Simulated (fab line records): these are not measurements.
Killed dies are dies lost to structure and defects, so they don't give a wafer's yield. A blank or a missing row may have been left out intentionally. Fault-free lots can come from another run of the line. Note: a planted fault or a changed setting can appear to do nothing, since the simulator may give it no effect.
Lot-split experiment | flow n5 finfet | 7 lots, 21 wafers read, on a route of 1938 steps

THE SPLIT
At N5_DUMMY_GATE_COAT_28 (time 60 s, resist thk 10 nm), the setting spin rpm was moved away from the recipe's 1500 rpm on 3 of the 21 wafers read, by -10.7% to +7.7%. All remaining wafers had this setting at the recipe value.

The split's own step is where the reading is taken.

THE READING
underlayer_of_DUMMY_GATE_COAT_28.thk nm (the simulator's own value, which no gauge read), in nm, at N5_DUMMY_GATE_COAT_28 (time 60 s, resist thk 10 nm). The file gives no usual value for it. Average 10.0 nm, standard deviation 0.063 nm, over the 18 wafers here run with the recipe.

wafer  | tool, chamber at the split | spin rpm as run, rpm | against the recipe | underlayer_of_DUMMY_GATE_COAT_28.thk nm, nm | against lot-mates on the recipe
L074.3 | litho track-01, 0          | 1500                 | recipe             | 10                                          | -
L074.5 | litho track-01, 0          | 1500                 | recipe             | 10                                          | -
L074.6 | litho track-01, 0          | 1500                 | recipe             | 10                                          | -
L075.2 | litho track-03, 0          | 1500                 | recipe             | 10                                          | -
L075.4 | litho track-03, 0          | 1500                 | recipe             | 10                                          | -
L075.6 | litho track-03, 0          | 1339                 | -10.7%             | 10.6                                        | +0.6
L077.2 | litho track-01, 0          | 1500                 | recipe             | 10.2                                        | -
L077.4 | litho track-01, 0          | 1500                 | recipe             | 10.2                                        | -
L077.3 | litho track-01, 0          | 1500                 | recipe             | 10                                          | -
L079.1 | litho track-01, 0          | 1500                 | recipe             | 10                                          | -
L079.2 | litho track-01, 0          | 1500                 | recipe             | 10                                          | -
L079.6 | litho track-01, 0          | 1500                 | recipe             | 10                                          | -
L085.2 | litho track-04, 0          | 1500                 | recipe             | 10                                          | -
L085.5 | litho track-04, 0          | 1500                 | recipe             | 10                                          | -
L085.6 | litho track-04, 0          | 1500                 | recipe             | 10                                          | -
L089.1 | litho track-01, 0          | 1500                 | recipe             | 10                                          | -
L089.3 | litho track-01, 0          | 1500                 | recipe             | 10                                          | -
L089.6 | litho track-01, 0          | 1500                 | recipe             | 10                                          | -
L097.1 | litho track-03, 0          | 1500                 | recipe             | 10                                          | -
L097.2 | litho track-03, 0          | 1615                 | +7.7%              | 9.6                                         | -0.4
L097.4 | litho track-03, 0          | 1615                 | +7.7%              | 9.6                                         | -0.4

FIT RESULTS
A straight line over all 21 wafers: underlayer_of_DUMMY_GATE_COAT_28.thk nm changes by -0.0544 nm for each +1% of spin rpm; r = -0.95; the points scatter about the line by 0.061 nm.
The same after taking each lot's own level away (the mean of its wafers on the recipe; 21 wafers): -0.0541 nm for each +1%; r = -0.98; scatter 0.038 nm.
Per that fit: largest spin rpm move, reading shift of 0.58 nm.
From 10.00 to 10.13 nm: that is the span of the lots' own levels, equal to 2.1 times the standard deviation above.
The two slopes agree, so the slope changes little with the lot-to-lot level.
Check: +0.56 nm against its lot-mates is what the line predicts for one of the wafers moved furthest among these (-10.7%) when that wafer is left out of the fit. It came out at +0.6 nm against them.

THE OTHER SPLITS THESE WAFERS WENT THROUGH
Before the reading, these wafers also passed through other splits. Each is held against what the fit with the lots' levels taken away leaves over:
other split on the same wafers | wafers away from the commonest value | r with underlayer_of_DUMMY_GATE_COAT_28.thk nm (lot level and that fit taken away)
N5_FIN_CUT_EXPOSE_05 dose mj   | 8                                    | -0.17
N5_DUMMY_GATE_COAT_34 spin rpm | 8                                    | -0.09

FILE'S OWN FIT
underlayer_of_DUMMY_GATE_COAT_28.thk nm changes by -0.0546 nm for each +1% of spin rpm, r = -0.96.
